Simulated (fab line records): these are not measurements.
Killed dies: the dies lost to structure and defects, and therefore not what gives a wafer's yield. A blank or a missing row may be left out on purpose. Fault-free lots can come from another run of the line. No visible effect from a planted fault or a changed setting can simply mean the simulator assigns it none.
Chamber matching :: flow n5 finfet :: N5_BEOL_M11_CURE_71 on uv cure-03 has 3 sister chambers
The step cures SiCOH lowk, time 240 s. 6 wafers are shown with their chamber, then 11 later ones without.

WAFERS PAIRED WITH THEIR CHAMBERS
wafer: L074.4
chamber: 2
wafer_temp_C_max: 387.8
lamp power pct (%): 52.38

wafer: L074.6
chamber: 2
wafer_temp_C_max: 386.8
lamp power pct (%): 52.30

wafer: L082.3
chamber: 1
wafer_temp_C_max: 386.6
lamp power pct (%): 52.29

wafer: L082.4
chamber: 1
wafer_temp_C_max: 386.9
lamp power pct (%): 52.22

wafer: L086.6
chamber: 0
wafer_temp_C_max: 386.4
lamp power pct (%): 52.26

wafer: L091.2
chamber: 0
wafer_temp_C_max: 386.8
lamp power pct (%): 52.34

WAFERS MISSING THEIR CHAMBER
wafer: L091.3
wafer_temp_C_max: 386.7
lamp power pct (%): 52.27

wafer: L091.5
wafer_temp_C_max: 387.0
lamp power pct (%): 52.33

wafer: L094.2
wafer_temp_C_max: 386.7
lamp power pct (%): 52.28

wafer: L094.3
wafer_temp_C_max: 386.9
lamp power pct (%): 52.31

wafer: L094.6
wafer_temp_C_max: 386.5
lamp power pct (%): 52.32

wafer: L095.2
wafer_temp_C_max: 386.7
lamp power pct (%): 52.30

wafer: L095.5
wafer_temp_C_max: 387.0
lamp power pct (%): 52.28

wafer: L095.6
wafer_temp_C_max: 387.4
lamp power pct (%): 52.23

wafer: L096.4
wafer_temp_C_max: 386.7
lamp power pct (%): 52.36

wafer: L096.5
wafer_temp_C_max: 387.2
lamp power pct (%): 52.44

wafer: L096.6
wafer_temp_C_max: 387.6
lamp power pct (%): 52.31

WHICH CHAMBER EACH WENT THROUGH
wafer: L091.3
from the rows above: can't be placed: 1 or 0 or 2
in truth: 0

wafer: L091.5
from the rows above: can't be placed: 2 or 0 or 1
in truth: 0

wafer: L094.2
from the rows above: can't be placed: 0 or 1 or 2
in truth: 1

wafer: L094.3
from the rows above: can't be placed: 0 or 2 or 1
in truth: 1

wafer: L094.6
from the rows above: can't be placed: 0 or 1 or 2
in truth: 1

wafer: L095.2
from the rows above: can't be placed: 0 or 1 or 2
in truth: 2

wafer: L095.5
from the rows above: can't be placed: 1 or 0 or 2
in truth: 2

wafer: L095.6
from the rows above: can't be placed: 1 or 2 or 0
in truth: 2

wafer: L096.4
from the rows above: can't be placed: 0 or 2 or 1
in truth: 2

wafer: L096.5
from the rows above: can't be placed: 2 or 0 or 1
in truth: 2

wafer: L096.6
from the rows above: can't be placed: 2 or 1 or 0
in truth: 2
Correctly placed: 0 of 11. These rows do not allow placing 11 (true chamber among the candidates in 11). Number placed wrongly: 0.
How it was worked out, from the rows above alone: a wafer's distance from a chamber is the root of the sum, over the readings, of the square of ((its reading less the chamber's mean) divided by the reading's scatter). The wafer belongs to the nearest chamber; if the next one is less than 2 further off, it can't be placed. Each chamber's mean is taken over the wafers shown for it. The scatter: the root of (the sum of the squares of (reading less its chamber's mean) over the shown wafers, divided by (wafers less chambers)).
